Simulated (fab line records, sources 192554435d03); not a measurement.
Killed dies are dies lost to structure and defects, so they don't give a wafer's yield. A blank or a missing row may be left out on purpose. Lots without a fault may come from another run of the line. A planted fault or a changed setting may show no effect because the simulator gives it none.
A struck lot beside a sound one | flow n5_finfet | 15 steps out of a route of 1938
Sound: wafers L421.1, L421.2, L421.5. Struck: wafer L430.5. (L430.1, L430.6 of the same lot were not struck and are left out.) The cause comes at the end.
At each step with rows: each side's tool, then ch and its chambers, then its first start. Under that, the readings that differ: sound wafers | struck wafers | difference of the means | sigmas: that difference in standard deviations of wafers without a fault.
alike: readings whose means differ by less than 2 such deviations, and words and numbers that are the same on both sides. not compared: withheld readings, readings that some wafer has no value for, bounds like >300 that may hide the same value, and numbers for which the record gives no deviation and whose values overlap.
The two part at a step that has a row with sigmas, a row that says differs or no value, or rows on one side only. Numbers that don't overlap but have no deviation are shown without sigmas and don't part them. A reading that every wafer of one side lacks parts them only if that side has two wafers or more.

first, 5 steps without rows for these wafers: N5_MIM_BOT_LITHO_SOFTBAKE_03 (time 90 s); N5_MIM_BOT_LITHO_EXPOSE_05 (exposes mask MIM BOT); N5_MIM_BOT_LITHO_PEB_06; N5_MIM_BOT_LITHO_DEVELOP_07 (develop time 60 s); N5_MIM_BOT_LITHO_HARDBAKE_09 (time 120 s).
N5_MIM_BOT_LITHO_CD_MEAS_08: target cd 3000 nm.
  sound on cd_sem-02 ch 0, day 14 16:31; struck on cd_sem-03 ch 0, day 16 18:21
  alike: cd_nm
N5_MIM_BOT_LITHO_OVL_MEAS_11:
  sound on overlay-01 ch 0, day 14 16:34; struck on overlay-01 ch 0, day 16 18:25
  alike: MIM_BOT_OVL
N5_MIM_BOT_LITHO_INSPECT_12: inspects for defects (macro).
  sound on defect_inspect-02, day 14 16:35; struck on defect_inspect-02, day 16 18:26
  alike: raw_defect_count
N5_MIM_BOT_LITHO_DESCUM_10: chemistry O2, time 7.9 s.
  sound on rie_diel-04 ch 0,1,3, day 14 16:55; struck on rie_diel-04 ch 0, day 16 18:32
  alike: chamber_pressure_mTorr, drypump_motor_current_A, oes_product_au, rf_vpp_V, showerhead_plenum_p_Torr, throttle_valve_pct
  not compared: rf_hours_counter_h
N5_MIM_BOT_ETCH_ETCH_04: etches SiNx in CF4/O2, target depth 26 nm, time 13 s.
  sound on rie_diel-04 ch 0,1,3, day 14 16:59; struck on rie_diel-04 ch 0, day 16 18:36
  alike: chamber_pressure_mTorr, drypump_motor_current_A, oes_product_au, rf_vpp_V, showerhead_plenum_p_Torr, throttle_valve_pct
  not compared: rf_hours_counter_h
N5_MIM_BOT_ETCH_ETCH_03: etches the open film in Cl2/BCl3, target depth 12 nm.
  sound on rie_metal-01 ch 0,1, day 14 17:05; struck on rie_metal-03 ch 0, day 16 18:41
  alike: chamber_pressure_mTorr, drypump_motor_current_A, he_backside_leak_sccm, oes_product_au, throttle_valve_pct
  not compared: rf_hours_counter_h
N5_MIM_BOT_ETCH_ETCH_00: etches TiN in Cl2/BCl3, target depth 45.5 nm.
  sound on rie_metal-01 ch 0,1, day 14 17:10; struck on rie_metal-03 ch 0, day 16 18:47
  alike: chamber_pressure_mTorr, drypump_motor_current_A, he_backside_leak_sccm, oes_product_au, throttle_valve_pct
  not compared: rf_hours_counter_h
N5_MIM_BOT_ETCH_STRIP_01: strips in O2.
  sound on rie_diel-01 ch 0,1,2, day 14 17:19; struck on rie_diel-04 ch 0, day 16 18:55
  reading                        | sound             | struck | difference | sigmas
  chamber_pressure_mTorr (mTorr) | 30.02 29.99 29.99 | 39.04  | +9.04      | +99 or more
  rf_vpp_V (V)                   | 2.7 2.2 4.7       | 6.5    | +3.3       | +3
  throttle_valve_pct (%)         | 16.79 16.89 16.29 | 16.30  | -0.36      | -3
  alike: drypump_motor_current_A, oes_product_au, showerhead_plenum_p_Torr
  not compared: rf_hours_counter_h
then, 1 step without rows for these wafers: N5_MIM_BOT_ETCH_STRIP_02 (strips in post etch residue remover, time 1200 s).
N5_PASSIVATION_PROBE_49:
  sound on prober-01, day 15 01:04; struck on prober-02, day 17 10:25
  reading                | sound | struck | difference | sigmas
  sort_bin_4_leakage (%) | 0 0 0 | 0.93   | +0.93      | +3
  alike: defect_limited_yield, killed_at_M0_to_M3, killed_at_M4_up, killed_at_contacts, killed_at_front_end, killed_at_other, killed_dies, killed_open, killed_short, sort_bin_5_function, sort_bin_6_memory, sort_n_pass, sort_yield_pct

WHERE THEY PART
First at N5_MIM_BOT_ETCH_STRIP_01; last, within this record, at N5_PASSIVATION_PROBE_49.

WHY: what the simulator had put in
Process parameter drift: rie_diel-04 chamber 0, from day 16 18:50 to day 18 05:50, at N5_MIM_BOT_ETCH_STRIP_01. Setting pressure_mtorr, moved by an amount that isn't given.
